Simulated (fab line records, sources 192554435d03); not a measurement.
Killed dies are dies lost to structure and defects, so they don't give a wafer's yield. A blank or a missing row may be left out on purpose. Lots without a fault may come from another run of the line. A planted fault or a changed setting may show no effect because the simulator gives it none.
fab line records | flow n5_finfet
record lots=3 wafers=9 last_day=17
route steps=1938 shown BEOL_M15@1807 PASS1_DEP@1831 MIM_BOT@1832 MIM_TOP@1834 MIM_TOP_LITHO@1839 PASSIVATION@1936
lots that met no fault: from a run of the same line without faults
start_h: hours from the record's first day to the start of the lot's first wafer shown | wait_h: hours since the lot's step before | " the same as in the row above | L1.1+2: a row that stands for several wafers | - no value, or no start given | * or withheld: withheld | < > ~ a bound
route shown NAME@n: a module of which the file shows steps, and the number in the route of the first | usual: mean/standard deviation of fault-free wafers | same: alike in all rows | chamber/n: place in a boat | sites: the reading at each site | _std_site: their standard deviation | _edge_site: outer sites' mean less inner sites' | radius_mm: how far each site lies from the wafer's centre | mask NAME#n: copy n | behind: the tool/chamber that last shaped the wafer | hold: why the lot was held/for how many hours/how that ended | device: the transistor (n, p or np) that didn't switch | end of line: the same wafers' tests at the end of the route | a step without rows: its recipe alone | killed: dies lost to structure and defects at the first sort, not the wafer's yield | map: a wafer's dies, x killed, . not, _ none there
set.NAME: the setting as run; set.NAME@STEP: as run at that earlier step | model.NAME: the simulator's own value behind a step, which no gauge read
lots at some steps of the route; a table a step, a row a wafer
services: from which hour (start_h, from the record's first day; less than 0 if before it) a tool's chamber was out of use, for how many hours, and why
## steps
# step N5_BEOL_M15_DESCUM_33
# recipe chemistry=O2 time_s=7.9 source_power_w=50 bias_power_w=20 pressure_mtorr=20 rf_frequency_hz=2.712e+07 temp_c=40 o2_flow_sccm=225
# step N5_BEOL_M15_ETCH_61
# recipe chemistry=N2/H2 target=BARC target_depth_a=890 overetch_a=267 time_s=67.9 ion_energy_ev=200 pressure_mtorr=30 source_w=840 bias_w=150 n2_flow_sccm=200 h2_flow_sccm=200
# step N5_BEOL_M15_TRENCH_ETCH_34
# recipe chemistry=C4F8/O2/Ar target=SiO2 target_depth_a=8729.3 he_inner_torr=15 he_outer_torr=30 time_s=199 ion_energy_ev=800 pressure_mtorr=20 source_w=1905 bias_w=2040 Ar_flow_sccm=400 C4F8_flow_sccm=16 O2_flow_sccm=12
# step N5_BEOL_M15_STRIP_36
# recipe chemistry=O2 power_w=600 temp_c=60 pressure_mtorr=30 rf_frequency_hz=6e+07 bias_power_w=0 overash_fraction=0.3 o2_flow_sccm=225
# step N5_BEOL_M15_STRIP_62
# recipe chemistry=O2 power_w=600 temp_c=60 pressure_mtorr=30 rf_frequency_hz=6e+07 bias_power_w=0 overash_fraction=0.3 o2_flow_sccm=225
# step N5_BEOL_M15_STRIP_37
# recipe chemistry=O2 power_w=600 temp_c=60 pressure_mtorr=30 rf_frequency_hz=6e+07 bias_power_w=0 overash_fraction=0.3 o2_flow_sccm=225
# step N5_BEOL_M15_ETCH_38
# recipe chemistry=CF4/N2 target=SiCN target_depth_a=1064 taper_deg=2 time_s=120.5 ion_energy_ev=150 mask_material=SiO2 pressure_mtorr=40 source_w=430 bias_w=70 Ar_flow_sccm=100 cf4_flow_sccm=60 n2_flow_sccm=60
# step N5_BEOL_M15_PRECLEAN_39
# recipe chemistry=residue_remover time_s=60 temp_c=40
# step N5_BEOL_M15_SRD_40
# recipe time_s=30 temp_c=23 rinse_liquid=diw dry=n2_spin spin_rpm=1500 dry_time_s=30
# step N5_BEOL_M15_DEGAS_41
# recipe ambient=vacuum temp_c=300 time_s=60
# step N5_BEOL_M15_PRE_CLEAN_42
# recipe gas=H2/He time_s=30 temp_c=300
# step N5_BEOL_M15_SPUTTER_43
# recipe material=TaN target_thk_a=150 temp_c=50 bias_v=168.6 power_w=15000 chamber_pressure_pa=0.12 time_s=24.19
# usual throttle_valve_pct=29.9/1.2
# columns lot.wafer tool chamber start_h wait_h throttle_valve_pct
L892.2 pvd_sputter-01 - 312.82 0.0 31.4
L892.4 " - " " 30.3
L892.5 " - " " 30.2
L900.1 pvd_sputter-01 - 362.63 0.0 30.5
L900.2 " - " " 29.8
L900.3 " - " " 31.7
L904.2 pvd_sputter-02 - 383.90 0.0 28.4
L904.3 " - " " 29.7
L904.6 " - " " 28.5
# step N5_BEOL_M15_SPUTTER_44
# recipe material=Ta target_thk_a=150 temp_c=50 bias_v=80 power_w=15000 chamber_pressure_pa=0.07 time_s=24.19
# step N5_BEOL_M15_SPUTTER_45
# recipe material=Cu target_thk_a=1000 temp_c=-20 bias_v=60 power_w=26000 chamber_pressure_pa=0.13 time_s=16.67
# step N5_BEOL_M15_ECD_47
# recipe material=Cu target_thk_a=18600
# step N5_BEOL_M15_ANNEAL_48
# recipe temp_c=225 time_s=90 ambient=N2
# step N5_BEOL_M15_CMP_49
# recipe stop_on=SiO2 t_overpolish_s=4.9 down_force_psi=2 platen_rpm=80 clearing_platen_down_force_psi=2 clearing_platen_rpm=80 post_cmp_clean=cu_alkaline target_thk_nm=850 clearing_platen_pad_velocity_m_s=1.5917 pad_velocity_m_s=1.5917
# step N5_BEOL_M15_PRE_CLEAN_52
# recipe gas=NH3 time_s=15 temp_c=withheld rf_power_w=300
# step N5_BEOL_M15_DEP_53
# recipe material=SiCN target_thk_a=500 temp_c=withheld precursor=3MS/NH3 pressure_torr=3 rf_w=675 time_s=17.8
# step N5_PASSIVATION_PECVD_00
# recipe material=SiO2 target_thk_a=2000 temp_c=400 precursor=SiH4/N2O pressure_torr=2.7 rf_w=608 time_s=11.2
# step N5_MIM_BOT_DEGAS_01
# recipe ambient=vacuum temp_c=300 time_s=60
# step N5_MIM_BOT_SPUTTER_00
# recipe material=TiN target_thk_a=350 temp_c=200 power_w=3000 chamber_pressure_pa=0.49996 gas=Ar reactive_partial_pa=0.37997 time_s=89.7
# step N5_MIM_TOP_ALD_00
# recipe material=Al2O3 target_thk_a=* temp_c=withheld ald_precursor_family=TMA ald_co_reactant=O3 pulse_time_s=withheld purge_time_s=3 co_reactant_purge_time_s=withheld co_reactant_pulse_time_s=3 ald_cycles=withheld
# step N5_MIM_TOP_ALD_01
# recipe material=HfO2 target_thk_a=56 temp_c=withheld ald_precursor_family=Hf-amide ald_co_reactant=O3 pulse_time_s=1 purge_time_s=3 co_reactant_purge_time_s=2 co_reactant_pulse_time_s=3 ald_cycles=62
# step N5_MIM_TOP_ALD_02
# recipe material=Al2O3 target_thk_a=* temp_c=withheld ald_precursor_family=TMA ald_co_reactant=O3 pulse_time_s=withheld purge_time_s=3 co_reactant_purge_time_s=withheld co_reactant_pulse_time_s=3 ald_cycles=withheld
# step N5_MIM_TOP_DEGAS_04
# recipe ambient=vacuum temp_c=300 time_s=60
# step N5_MIM_TOP_SPUTTER_03
# recipe material=TiN target_thk_a=350 temp_c=200 power_w=3000 chamber_pressure_pa=0.49996 gas=Ar reactive_partial_pa=0.37997 time_s=89.7
# step N5_MIM_TOP_LITHO_HMDS_01
# recipe time_s=60 temp_c=120
# step N5_MIM_TOP_LITHO_COAT_02
# recipe spin_rpm=* resist_thk_nm=*
# step N5_MIM_TOP_LITHO_EBR_04
# recipe solvent=PGMEA ebr_width_mm=1.5
# step N5_MIM_TOP_LITHO_SOFTBAKE_03
# recipe temp_c=100 time_s=90
# step N5_MIM_TOP_LITHO_EXPOSE_05
# recipe mask_id=MIM_TOP na=0.55 source_shape=conventional sigma_outer=0.8 polarization=unpolarized target_cd_nm=2000 dose_mj=20.5
# step N5_MIM_TOP_LITHO_PEB_06
# recipe peb_temp_c=withheld peb_time_s=*
# step N5_MIM_TOP_LITHO_DEVELOP_07
# recipe develop_time_s=60 rinse_liquid=diw dry=air_spin dev_temp_c=21
# step N5_MIM_TOP_LITHO_HARDBAKE_09
# recipe temp_c=130 time_s=120
# step N5_PASSIVATION_PROBE_49
# usual defect_limited_yield=91.3/1.3 killed_at_M0_to_M3=35/9.3 killed_at_M4_up=14/5.2 killed_at_contacts=12/5.9 killed_at_front_end=38/11 killed_at_other=4/3.7 killed_dies=103/15 killed_open=67/12 killed_short=34/8 sort_bin_5_function=5.1/0.88 sort_bin_6_memory=3.3/0.65 sort_n_pass=1077/15 sort_yield_pct=91.3/1.3
# same gross_dies=1180 killed_at_back_side=0 sort_bin_4_leakage[%]=0 sort_bin_8_speed[%]=0
# columns lot.wafer tool chamber start_h wait_h defect_limited_yield[%] killed_at_M0_to_M3 killed_at_M4_up killed_at_contacts killed_at_front_end killed_at_other killed_dies killed_open killed_short sort_bin_5_function[%] sort_bin_6_memory[%] sort_n_pass sort_yield_pct[%]
L900.3 prober-02 - 381.00 0.4 85.8 31 100 2 31 4 168 62 19 8.7 4.5 1012 85.8
# killed by level:class
L900.3 BEOL_M15:unspecified=85 BEOL_M3:geometric_particle:open=11 BEOL_M1:geometric_particle:open=8 FIN_SAQP:geometric_particle:short=6 FIN_SAQP:geometric_particle:open=6 STI_FIN_REVEAL:geometric_particle:open=6 DUMMY_GATE:geometric_particle:open=5 BEOL_M5:geometric_particle:open=5
# map L900.3 (x killed, . not)
_________________...........x________________
______________.................._____________
___________........................__________
__________.............x............_________
________............x.......x........x_______
_______....................x...........______
______...........................x......_____
_____x.......x..x........x..........x....____
____......................................___
___................x.......................__
___.........................x.x............__
__..................................x....x.._
__......x..................................._
_.................x.........x.....x...x......
_....xx..x...................................
_.x..xxx....x......x.............x...........
_.xxxxxxxx..x.x................x....x........
_xxxxxxxx.xx.x.x.............................
_.xxxxxxxxx.xx...x..x...x....................
_xxxxxxxxxxxx.x............x..x..............
_xxxxxxxxxxxx......x.........................
__xxxxxxxxxxxx.......................x......_
__xxxxxx..xx.x........x.x.........x.......x._
___xxxxx.xx.........x.......x........x..x..__
___..x.x........x...x....................x.__
____x.xx.x..............x.................___
_____.x...........................x....x.____
______................x...x...........xx_____
_______................xx......x.......______
________...xx.x................x......_______
__________x.........x......x........_________
___________..x.............xx......__________
______________..............x..._____________
_________________.........xx.________________
# map L892.4 (x killed, . not)
_________________.......x....________________
______________.........x........_____________
___________........x...............__________
__________...............x.x........_________
________..........x.................x._______
_______........x.x..............x......______
______........x.............x....x......_____
_____.x.....................x............____
____..................x...............xx..___
___......x.x..............x................__
___...................................x.x..__
__........................x......xx........._
__.....x.....x.....................xxx......_
_..x......x....xx.x.......x..........x.......
_...........x....xxxx..x.xxxx.......x..x.....
_.........................x..................
_.....x...x.....x................x...........
_x........x.........x........................
_.....x....x....x.....x......................
_..............x.............x....x..........
_................x..................x...x....
__...................x...xxx................_
__..x....................x....x............._
___....x..............x....x............x..__
___x........x..............x....xx.........__
____...........x.....x..........x..x......___
_____.............x...x.........x.....x..____
______........x........x........x......x_____
_______.x.x......x...........x........x______
________.x.x...x..........x..........._______
__________.........................._________
___________........................__________
______________.........x..x....._____________
_________________x........x..________________
## services
# columns tool chamber start_h hours kind
pvd_sputter-01 - 351.60 5.5 repair
## key
first_sign step=N5_PASSIVATION_PROBE_49 reading=killed_at_M4_up direction=up sigmas=17 usual=14 struck=100
effect step=N5_PASSIVATION_PROBE_49 reading=killed_dies direction=up sigmas=4.2 usual=103 struck=168
more_kills_born_at N5_BEOL_M15_SPUTTER_43@pvd_sputter-01=85
met_at N5_BEOL_M15_SPUTTER_43
struck_wafers L900.3
onset_between 312.82 362.63
fault kind=chamber_particle_source tool=pvd_sputter-01 chamber=- onset_h=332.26 steps=N5_BEOL_M15_SPUTTER_43 rate_per_visit_cm2=0.39949 end_h=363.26 scope=struck_wafers_only
